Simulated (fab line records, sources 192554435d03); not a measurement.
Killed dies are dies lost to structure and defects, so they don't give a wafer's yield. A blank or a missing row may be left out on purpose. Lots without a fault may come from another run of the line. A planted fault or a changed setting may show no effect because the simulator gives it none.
fab line records | flow n5_finfet
record lots=8 wafers=24 last_day=20
route steps=1938 shown BEOL_M4@1111 BEOL_M8@1347 PASSIVATION@1936
lots that met no fault: from a run of the same line without faults
start_h: hours from the record's first day to the start of the lot's first wafer shown | wait_h: hours since the lot's step before | " the same as in the row above | L1.1+2: a row that stands for several wafers | - no value, or no start given | * or withheld: withheld | < > ~ a bound
route shown NAME@n: a module of which the file shows steps, and the number in the route of the first | usual: mean/standard deviation of fault-free wafers | same: alike in all rows | chamber/n: place in a boat | sites: the reading at each site | _std_site: their standard deviation | _edge_site: outer sites' mean less inner sites' | radius_mm: how far each site lies from the wafer's centre | mask NAME#n: copy n | behind: the tool/chamber that last shaped the wafer | hold: why the lot was held/for how many hours/how that ended | device: the transistor (n, p or np) that didn't switch | end of line: the same wafers' tests at the end of the route | a step without rows: its recipe alone | killed: dies lost to structure and defects at the first sort, not the wafer's yield | map: a wafer's dies, x killed, . not, _ none there
set.NAME: the setting as run; set.NAME@STEP: as run at that earlier step | model.NAME: the simulator's own value behind a step, which no gauge read
steps of the route over a sample of lots; a table a step, a row a wafer
services: from which hour (start_h, from the record's first day; less than 0 if before it) a tool's chamber was out of use, for how many hours, and why
## steps
# step N5_BEOL_M4_RC_MEAS_101
# usual DIBL_N=36.3/1.6 DIBL_P=36.4/2.1 IOFF_N=0.16/0.032 IOFF_P=0.22/0.044 ION_N=675/12 ION_P=463/8.3 SS_N=71.6/0.64 SS_P=73.3/0.67 VT_N=250/3.3 VT_P=-250/3.7
# columns lot.wafer tool chamber start_h wait_h DIBL_N[mV/V] DIBL_P[mV/V] IOFF_N[nA/um] IOFF_P[nA/um] ION_N[uA/um] ION_P[uA/um] SS_N[mV/dec] SS_P[mV/dec] VT_N[mV] VT_P[mV]
L413.1 prober-01 0 218.98 0.0 36.7 36.5 0.17 0.22 675 470 71.0 73.9 248 -249
L413.3 " 0 " " 36.5 36.4 0.16 0.20 664 455 71.4 72.9 251 -251
L413.5 " 0 " " 37.5 37.5 0.18 0.22 682 469 72.1 74.1 248 -248
L410.1 prober-01 0 227.39 0.0 33.7 33.5 0.13 0.19 671 471 71.2 72.6 252 -249
L410.4 " 0 " " 33.8 33.5 0.12 0.19 659 464 71.0 73.0 254 -249
L410.5 " 0 " " 35.0 35.4 0.15 0.22 664 463 71.5 72.8 250 -251
L415.2 prober-01 0 231.91 0.2 35.5 36.4 0.16 0.22 679 465 71.4 73.5 248 -251
L415.4 " 0 " " 35.7 36.0 0.15 0.21 668 457 71.8 72.9 251 -248
L415.6 " 0 " " 34.7 34.5 0.13 0.18 663 451 71.7 73.5 253 -250
L421.2 prober-01 0 279.55 0.2 37.1 37.6 0.17 0.23 692 464 72.2 73.9 248 -250
L421.3 " 0 " " 36.7 35.7 0.15 0.19 681 456 71.4 72.4 250 -252
L421.4 " 0 " " 35.6 34.2 0.13 0.18 670 453 71.1 72.9 251 -253
L423.3 prober-02 0 300.57 0.3 35.9 34.6 0.14 0.19 661 454 72.3 73.2 251 -250
L423.5 " 0 " " 38.0 38.2 0.19 0.24 675 463 71.3 73.5 246 -249
L423.6 " 0 " " 36.0 35.5 0.15 0.20 661 457 71.9 73.4 251 -250
L428.3 prober-02 0 317.36 0.3 34.3 32.5 0.10 0.13 642 435 70.7 72.8 257 -258
L428.5 " 0 " " 34.8 33.8 0.12 0.14 676 460 71.0 73.8 253 -256
L428.6 " 0 " " 33.7 31.3 0.09 0.12 651 442 70.2 71.9 258 -259
L431.1 prober-02 0 354.48 0.0 35.4 36.1 0.13 0.16 665 456 71.8 72.6 254 -253
L431.2 " 0 " " 34.7 35.6 0.13 0.16 662 456 71.1 73.2 252 -256
L431.4 " 0 " " 40.7 41.8 0.24 0.26 697 463 73.0 74.2 245 -247
L432.3 prober-01 0 381.41 0.3 35.7 34.9 0.15 0.21 665 459 71.9 72.9 250 -250
L432.5 " 0 " " 37.1 36.6 0.17 0.23 670 462 72.6 73.0 248 -248
L432.6 " 0 " " 35.8 35.0 0.15 0.21 680 463 72.4 72.9 253 -251
# step N5_BEOL_M8_INSPECT_13
# recipe mode=adi inspect_instrument=brightfield
# usual raw_defect_count=392/81
# columns lot.wafer tool chamber start_h wait_h raw_defect_count
L413.1 defect_inspect-01 - 255.53 0.0 352
L413.3 " - " " 357
L413.5 " - " " 384
L415.2 defect_inspect-01 - 267.69 0.0 377
L415.4 " - " " 465
L415.6 " - " " 361
L410.1 defect_inspect-01 - 269.00 0.0 417
L410.4 " - " " 289
L410.5 " - " " 422
L421.2 defect_inspect-01 - 312.44 0.0 347
L421.3 " - " " 291
L421.4 " - " " 313
L423.3 defect_inspect-02 - 339.30 0.0 341
L423.5 " - " " 322
L423.6 " - " " 385
L428.3 defect_inspect-01 - 361.77 0.0 346
L428.5 " - " " 287
L428.6 " - " " 320
L431.1 defect_inspect-01 - 384.25 0.0 256
L431.2 " - " " 340
L431.4 " - " " 298
L432.3 defect_inspect-02 - 412.42 0.0 339
L432.5 " - " " 434
L432.6 " - " " 387
# step N5_BEOL_M8_INSPECT_30
# recipe mode=adi inspect_instrument=brightfield
# usual raw_defect_count=406/81
# columns lot.wafer tool chamber start_h wait_h raw_defect_count
L413.1 defect_inspect-01 - 257.86 0.1 347
L413.3 " - " " 363
L413.5 " - " " 373
L415.2 defect_inspect-02 - 268.96 0.0 449
L415.4 " - " " 541
L415.6 " - " " 414
L410.1 defect_inspect-02 - 273.01 0.1 482
L410.4 " - " " 310
L410.5 " - " " 485
L421.2 defect_inspect-02 - 316.15 0.0 382
L421.3 " - " " 322
L421.4 " - " " 355
L423.3 defect_inspect-01 - 341.34 0.1 316
L423.5 " - " " 287
L423.6 " - " " 343
L428.3 defect_inspect-02 - 365.06 0.0 408
L428.5 " - " " 300
L428.6 " - " " 378
L431.1 defect_inspect-02 - 387.16 0.1 314
L431.2 " - " " 390
L431.4 " - " " 318
L432.3 defect_inspect-01 - 414.38 0.0 309
L432.5 " - " " 391
L432.6 " - " " 332
# step N5_BEOL_M8_ETCH_66
# recipe chemistry=N2/H2 target=SOC target_depth_a=800 overetch_a=160 mask_material=SiARC temp_c=40 time_s=120 ion_energy_ev=200 pressure_mtorr=30 source_w=840 bias_w=150 n2_flow_sccm=200 h2_flow_sccm=200
# usual bias_w=150.0/0.46 chamber_pressure_mTorr=30.000/0.027 drypump_motor_current_A=5.8/0.54 oes_product_au=0.62/0.078 rf_vpp_V=524.3/2.7 showerhead_plenum_p_Torr=2.56/0.097 temp_c=40.02/0.11 throttle_valve_pct=17.8/0.36
# columns lot.wafer tool chamber start_h wait_h bias_w chamber_pressure_mTorr drypump_motor_current_A oes_product_au rf_hours_counter_h rf_vpp_V showerhead_plenum_p_Torr temp_c throttle_valve_pct
L413.1 rie_diel-02 2 257.97 0.0 149.7 29.925 5.2 0.73 7 522.7 2.48 40.01 17.5
L413.3 " 1 " " 150.4 30.045 5.5 0.54 241 522.9 2.52 39.88 18.3
L413.5 " 3 " " 150.6 30.049 6.4 0.54 - 520.9 2.42 40.00 17.7
L415.2 rie_diel-06 0 269.07 0.0 - - - - - - - - -
L415.4 " 2 " " - - - - - - - - -
L415.6 " 0 " " - - - - - - - - -
L410.1 rie_diel-03 2 273.59 0.0 - - - - - - - - -
L410.4 " 0 " " - - - - - - - - -
L410.5 " 0 " " - - - - - - - - -
L421.2 rie_diel-06 0 316.26 0.0 149.6 29.997 5.9 0.54 238 525.4 2.61 40.21 18.1
L421.3 " 2 " " 150.1 30.032 6.2 0.72 3 526.1 2.61 39.96 17.7
L421.4 " 3 " " 149.7 30.015 6.8 0.71 12 524.3 2.60 39.88 17.5
L423.3 rie_diel-03 0 341.45 0.0 150.2 29.973 4.9 0.64 57 521.3 2.48 39.94 17.5
L423.5 " 2 " " 149.8 30.018 5.7 0.53 - 520.1 2.40 39.85 17.9
L423.6 " 3 " " 149.3 29.983 6.1 0.70 - 527.3 2.70 40.04 17.4
L428.3 rie_diel-03 0 365.17 0.0 150.6 30.041 4.9 0.63 66 521.3 2.48 39.82 17.5
L428.5 " 0 " " 150.1 29.942 4.9 0.63 - 522.6 2.48 39.85 17.5
L428.6 " 3 " " 148.9 30.008 6.1 0.69 - 526.9 2.70 40.20 17.4
L431.1 rie_diel-06 3 387.62 0.0 150.0 29.996 6.8 0.66 43 525.5 2.59 40.03 17.6
L431.2 " 1 " " 150.4 30.034 5.2 0.70 12 524.9 2.59 39.94 17.5
L431.4 " 1 " " 150.3 29.970 5.2 0.70 - 525.7 2.59 40.05 17.5
L432.3 rie_diel-06 3 414.57 0.1 149.4 30.032 6.8 0.65 - 523.9 2.58 39.97 17.6
L432.5 " 3 " " 149.9 30.016 6.8 0.64 - 525.4 2.58 40.00 17.6
L432.6 " 2 " " 150.3 30.014 6.2 0.64 - 526.0 2.59 40.19 17.8
# step N5_BEOL_M8_VIA_ETCH_34
# recipe chemistry=C4F6/O2 target=SiCOH_lowk target_depth_a=1255 mask_material=SOC taper_deg=4 time_s=50.5 ion_energy_ev=250 pressure_mtorr=30 source_w=345 bias_w=185 Ar_flow_sccm=300 C4F6_flow_sccm=10 O2_flow_sccm=10
# usual C4F6_flow_sccm=10.001/0.027 O2_flow_sccm=10.00/0.033 drypump_motor_current_A=5.8/0.54 oes_ar_750_au=0.81/0.1 oes_product_au=0.81/0.11 rf_vpp_V=665/13 showerhead_plenum_p_Torr=2.87/0.11 throttle_valve_pct=20.8/0.32
# columns lot.wafer tool chamber start_h wait_h C4F6_flow_sccm O2_flow_sccm drypump_motor_current_A oes_ar_750_au oes_product_au rf_hours_counter_h rf_vpp_V showerhead_plenum_p_Torr throttle_valve_pct
L413.1 rie_diel-02 2 258.07 0.0 10.019 10.01 5.2 0.95 0.97 7 661 2.81 20.7
L413.3 " 1 " " 10.010 9.97 5.5 0.70 0.70 241 659 2.79 21.2
L413.5 " 3 " " 9.993 9.95 6.4 0.71 0.71 - 654 2.70 20.6
L415.2 rie_diel-06 0 269.17 0.0 10.011 10.01 5.9 0.71 0.27 217 689 2.90 20.8
L415.4 " 2 " " 10.004 9.99 6.2 0.67 0.25 - 678 2.89 20.7
L415.6 " 0 " " 10.011 9.96 5.9 0.71 0.27 - 689 2.90 20.8
L410.1 rie_diel-03 2 273.69 0.0 10.022 10.01 5.6 0.70 0.27 211 642 2.68 20.6
L410.4 " 0 " " 9.980 10.01 4.9 0.87 0.32 35 659 2.79 20.4
L410.5 " 0 " " 9.983 9.98 4.9 0.88 0.33 - 659 2.79 20.4
L421.2 rie_diel-06 0 316.36 0.0 9.991 10.02 6.0 0.70 0.70 238 690 2.89 20.9
L421.3 " 2 " " 10.078 10.02 6.2 0.95 0.96 3 678 2.89 20.6
L421.4 " 3 " " 9.998 9.99 6.8 0.93 0.93 12 672 2.92 20.6
L423.3 rie_diel-03 3 341.55 0.0 10.041 10.01 6.1 0.92 0.93 24 678 3.01 20.5
L423.5 " 3 " " 9.966 9.99 6.1 0.92 0.92 - 678 3.01 20.5
L423.6 " 0 " " 10.047 9.97 4.9 0.85 0.86 - 660 2.78 20.6
L428.3 rie_diel-03 0 365.27 0.0 9.953 9.99 4.9 0.83 0.85 66 658 2.78 20.6
L428.5 " 0 " " 9.967 10.02 4.8 0.84 0.85 - 659 2.78 20.6
L428.6 " 3 " " 10.004 10.01 6.1 0.91 0.91 - 679 3.00 20.5
L431.1 rie_diel-06 3 387.72 0.0 10.007 10.01 6.8 0.86 0.86 43 671 2.91 20.7
L431.2 " 1 " " 9.937 9.94 5.2 0.94 0.92 12 651 2.92 20.7
L431.4 " 1 " " 9.993 9.94 5.2 0.94 0.92 - 650 2.92 20.7
L432.3 rie_diel-06 3 414.70 0.0 10.024 10.07 6.8 0.83 0.85 - 670 2.90 20.7
L432.5 " 3 " " 10.026 10.05 6.8 0.84 0.85 - 669 2.90 20.7
L432.6 " 2 " " 9.999 9.95 6.2 0.85 0.86 - 679 2.87 20.6
# step N5_BEOL_M8_ETCH_41
# recipe chemistry=CH3F/O2 target=SiCN target_depth_a=319 taper_deg=2 time_s=57.8 ion_energy_ev=120 mask_material=TiN pressure_mtorr=30 source_w=395 bias_w=75 Ar_flow_sccm=150 CH3F_flow_sccm=30 O2_flow_sccm=20
# usual CH3F_flow_sccm=29.99/0.086 O2_flow_sccm=20.00/0.059 drypump_motor_current_A=5.8/0.54 oes_product_au=0.81/0.11 rf_vpp_V=297.7/1.7 showerhead_plenum_p_Torr=2.02/0.076 throttle_valve_pct=16.2/0.32
# columns lot.wafer tool chamber start_h wait_h CH3F_flow_sccm O2_flow_sccm drypump_motor_current_A oes_product_au rf_hours_counter_h rf_vpp_V showerhead_plenum_p_Torr throttle_valve_pct
L413.1 rie_diel-02 2 - - 29.82 19.96 5.2 0.97 7 294.6 1.98 16.1
L413.3 " 1 " " 30.03 19.95 5.5 0.69 241 297.2 1.96 16.7
L413.5 " 3 " " 29.99 19.96 6.4 0.71 - 296.4 1.89 16.1
L415.2 rie_diel-06 0 - - 30.08 19.97 5.9 0.71 217 297.6 2.04 16.4
L415.4 " 2 " " 30.01 19.98 6.2 0.66 - 297.6 2.04 16.4
L415.6 " 0 " " 29.96 20.03 5.9 0.71 - 299.0 2.04 16.4
L410.1 rie_diel-03 2 - - 30.01 19.99 5.6 0.69 211 294.7 1.89 16.3
L410.4 " 0 " " 30.05 19.97 4.9 0.90 35 297.2 1.96 16.0
L410.5 " 0 " " 29.94 20.08 4.9 0.89 - 296.9 1.96 16.0
L421.2 rie_diel-06 0 - - 29.91 19.99 5.9 0.70 238 297.7 2.03 16.4
L421.3 " 2 " " 30.03 19.92 6.1 0.96 3 299.0 2.04 16.0
L421.4 " 3 " " 30.04 20.03 6.8 0.92 12 297.9 2.05 16.0
L423.3 rie_diel-03 3 - - 29.87 19.96 6.1 0.93 24 300.4 2.12 15.9
L423.5 " 3 " " 30.11 19.93 6.1 0.93 - 299.9 2.12 15.9
L423.6 " 0 " " 29.90 20.05 4.8 0.86 - 297.7 1.95 16.0
L428.3 rie_diel-03 0 - - 30.06 19.99 4.9 0.85 66 297.2 1.95 16.0
L428.5 " 0 " " 30.06 20.00 4.9 0.85 - 296.0 1.95 16.0
L428.6 " 3 " " 29.90 19.99 6.1 0.92 - 299.1 2.12 15.9
L431.1 rie_diel-06 3 - - 29.83 19.93 6.8 0.86 43 297.7 2.04 16.0
L431.2 " 1 " " 30.01 19.98 5.2 0.93 12 298.1 2.05 16.1
L431.4 " 1 " " 30.00 20.03 5.2 0.92 - 298.3 2.05 16.1
L432.3 rie_diel-06 3 - - 30.01 20.05 6.8 0.84 - 297.6 2.04 16.0
L432.5 " 3 " " 29.95 20.05 6.8 0.85 - 298.6 2.04 16.0
L432.6 " 2 " " 29.98 20.03 6.1 0.86 - 298.3 2.02 16.1
# step N5_PASSIVATION_PROBE_49
# usual defect_limited_yield=91.4/1.2 killed_at_M0_to_M3=35/11 killed_at_M4_up=14/6 killed_at_contacts=12/6.7 killed_at_front_end=37/9.7 killed_at_other=3.5/2.5 killed_dies=102/15 killed_on_rim=13/3.6 killed_open=67/12 killed_short=33/7.3 sort_bin_5_function=5.1/0.81 sort_bin_6_memory=3.2/0.65 sort_bin_8_speed=0.00/0.021 sort_n_pass=1078/15 sort_yield_pct=91.4/1.2
# same gross_dies=1180 killed_at_back_side=0 sort_bin_4_leakage[%]=0
# columns lot.wafer tool chamber start_h wait_h defect_limited_yield[%] killed_at_M0_to_M3 killed_at_M4_up killed_at_contacts killed_at_front_end killed_at_other killed_dies killed_on_rim killed_open killed_short sort_bin_5_function[%] sort_bin_6_memory[%] sort_bin_8_speed[%] sort_n_pass sort_yield_pct[%]
L415.2 prober-01 - 354.99 0.1 0 34 1089 5 47 5 1180 152 77 32 96.3 3.7 0 0 0
L415.4 prober-01 - 355.09 0.2 0 32 1093 14 39 2 1180 152 73 24 96.8 3.0 0 0 0
L415.6 prober-01 - 355.19 0.3 0 33 1106 4 36 1 1180 152 63 31 96.4 3.1 0 0 0
L410.1 prober-01 - 356.70 0.0 0 19 1081 14 60 6 1180 152 58 48 96.3 3.6 0 0 0
L410.4 prober-01 - 356.85 0.2 0 30 1101 19 25 5 1180 152 58 32 96.7 3.1 0 0 0
L410.5 prober-01 - 356.90 0.2 0 23 1098 13 39 7 1180 152 62 29 96.7 3.0 0 0 0
L421.2 prober-02 - 381.59 0.3 91.3 32 30 12 25 4 103 13 70 33 5.6 2.8 0 1077 91.3
L421.3 prober-02 - 381.64 0.4 90.8 35 23 14 26 10 108 12 78 29 5.3 3.5 0 1072 90.8
L421.4 prober-02 - 381.69 0.4 93.7 31 10 4 28 1 74 11 46 27 3.8 2.3 0 1106 93.7
# killed by level:class
L415.2 BEOL_M8:area_etch=1071 FIN_SAQP:geometric_particle:open=15 BEOL_M4:geometric_particle:open=12 STI_FIN_REVEAL:geometric_particle:open=11 FIN_SAQP:geometric_particle:short=8 BEOL_M3:geometric_particle:open=8 BEOL_M0_SAQP:geometric_particle:short=7 GATE_CUT:geometric_particle:short=5
L415.4 BEOL_M8:area_etch=1082 MOL_CONTACT_COAG:geometric_particle:open=13 BEOL_M3:geometric_particle:open=11 DUMMY_GATE:geometric_particle:open=7 BEOL_M0_SAQP:geometric_particle:open=7 STARTING-WAFER:geometric_particle:open=7 BEOL_M4:geometric_particle:open=5 FIN_SAQP:geometric_particle:open=4
L415.6 BEOL_M8:area_etch=1084 BEOL_M4:geometric_particle:open=14 BEOL_M0_SAQP:geometric_particle:open=13 BEOL_M0_SAQP:geometric_particle:short=12 STI_FIN_REVEAL:geometric_particle:open=8 FIN_SAQP:geometric_particle:open=5 GATE_CUT:geometric_particle:short=5 FIN_SAQP:geometric_particle:short=4
L410.1 BEOL_M8:area_etch=1071 FIN_SAQP:geometric_particle:short=24 FIN_SAQP:geometric_particle:open=14 MOL_CONTACT_COAG:geometric_particle:open=12 GATE_CUT:geometric_particle:short=5 BEOL_M0_SAQP:geometric_particle:open=5 BEOL_M3:geometric_particle:open=4 STI_FIN_REVEAL:geometric_particle:open=3
L410.4 BEOL_M8:area_etch=1090 MOL_CONTACT_COAG:geometric_particle:open=15 STI_FIN_REVEAL:geometric_particle:open=8 BEOL_M2:geometric_particle:open=6 FIN_SAQP:geometric_particle:open=5 BEOL_M0_SAQP:geometric_particle:open=5 FIN_SAQP:geometric_particle:short=4 MOL_CONTACT_COAG:geometric_particle:short=4
L410.5 BEOL_M8:area_etch=1089 MOL_CONTACT_COAG:geometric_particle:open=11 FIN_SAQP:geometric_particle:open=9 FIN_SAQP:geometric_particle:short=8 BEOL_M2:geometric_particle:open=7 STI_FIN_REVEAL:geometric_particle:open=6 BEOL_M1:geometric_particle:open=6 BEOL_M1:geometric_particle:short=4
L421.2 BEOL_M4:geometric_particle:open=14 MOL_CONTACT_COAG:geometric_particle:open=11 BEOL_M0_SAQP:geometric_particle:short=10 BEOL_M3:geometric_particle:open=6 FIN_SAQP:geometric_particle:open=5 STI_FIN_REVEAL:geometric_particle:open=5 FIN_SAQP:geometric_particle:short=4 BEOL_M0_SAQP:geometric_particle:open=4
L421.3 BEOL_M4:geometric_particle:open=15 BEOL_M3:geometric_particle:open=14 STI_FIN_REVEAL:geometric_particle:open=11 MOL_CONTACT_COAG:geometric_particle:open=10 BEOL_M0_SAQP:geometric_particle:open=6 BEOL_M1:geometric_particle:open=5 PASS1_CAP:geometric_particle:short=5 FIN_SAQP:geometric_particle:open=4
L421.4 FIN_SAQP:geometric_particle:short=9 BEOL_M0_SAQP:geometric_particle:open=5 BEOL_M1:geometric_particle:open=5 BEOL_M3:geometric_particle:open=5 FIN_SAQP:geometric_particle:open=4 STI_FIN_REVEAL:geometric_particle:open=4 BEOL_M0:geometric_particle:open=4 BEOL_M2:geometric_particle:open=4
## services
# columns tool chamber start_h hours kind
rie_diel-06 - 234.94 0.5 repair
rie_diel-03 3 245.80 5.4 repair
rie_diel-03 3 251.28 - clean
rie_diel-03 3 251.28 - consumable_replace:focus_ring
rie_diel-06 3 268.66 - clean
rie_diel-06 3 268.66 - consumable_replace:focus_ring
rie_diel-06 3 268.66 20.6 scheduled_down
rie_diel-06 3 268.66 20.6 vent_cycle
rie_diel-06 2 289.23 - clean
rie_diel-06 2 289.23 - consumable_replace:focus_ring
rie_diel-06 2 289.23 18.8 scheduled_down
rie_diel-06 2 289.23 18.8 vent_cycle
rie_diel-02 - 336.28 0.6 repair
rie_diel-06 1 337.72 - clean
rie_diel-06 1 337.72 - consumable_replace:focus_ring
rie_diel-06 1 337.72 25.3 scheduled_down
rie_diel-06 1 337.72 25.3 vent_cycle
rie_diel-06 0 363.10 - clean
rie_diel-06 0 363.10 - consumable_replace:focus_ring
rie_diel-06 0 363.10 26.1 scheduled_down
rie_diel-06 0 363.10 26.1 vent_cycle
rie_diel-06 - 367.66 0.3 repair
rie_diel-06 0 391.80 48.8 repair
rie_diel-06 1 404.37 14.4 repair
## key
first_sign step=N5_BEOL_M8_ETCH_66 reading=tool_record direction=missing
effect step=N5_BEOL_M8_VIA_ETCH_34 reading=oes_product_au direction=down sigmas=4.9 usual=0.81 struck=0.28
effect step=N5_PASSIVATION_PROBE_49 reading=killed_at_M4_up direction=up sigmas=99+ usual=14 struck=1095
more_kills_born_at N5_BEOL_M8_ETCH_66@rie_diel-03=3250 N5_BEOL_M8_ETCH_66@rie_diel-06=3237
met_at N5_BEOL_M8_ETCH_66
struck_lots L410,L415
later_rows_left_out L410.1,L410.4,L410.5,L415.2,L415.4,L415.6
not_acting_at N5_BEOL_M8_INSPECT_13,N5_BEOL_M8_INSPECT_30,N5_BEOL_M8_ETCH_41
fault kind=skipped_step_whole tool=rie_diel-03,rie_diel-06 chamber=- onset_h=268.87 steps=N5_BEOL_M8_ETCH_66 scope=struck_lots_only
# later_rows_left_out: the simulator's readings of these wafers behind a module that went badly wrong aren't trusted and aren't shown, but for the sort
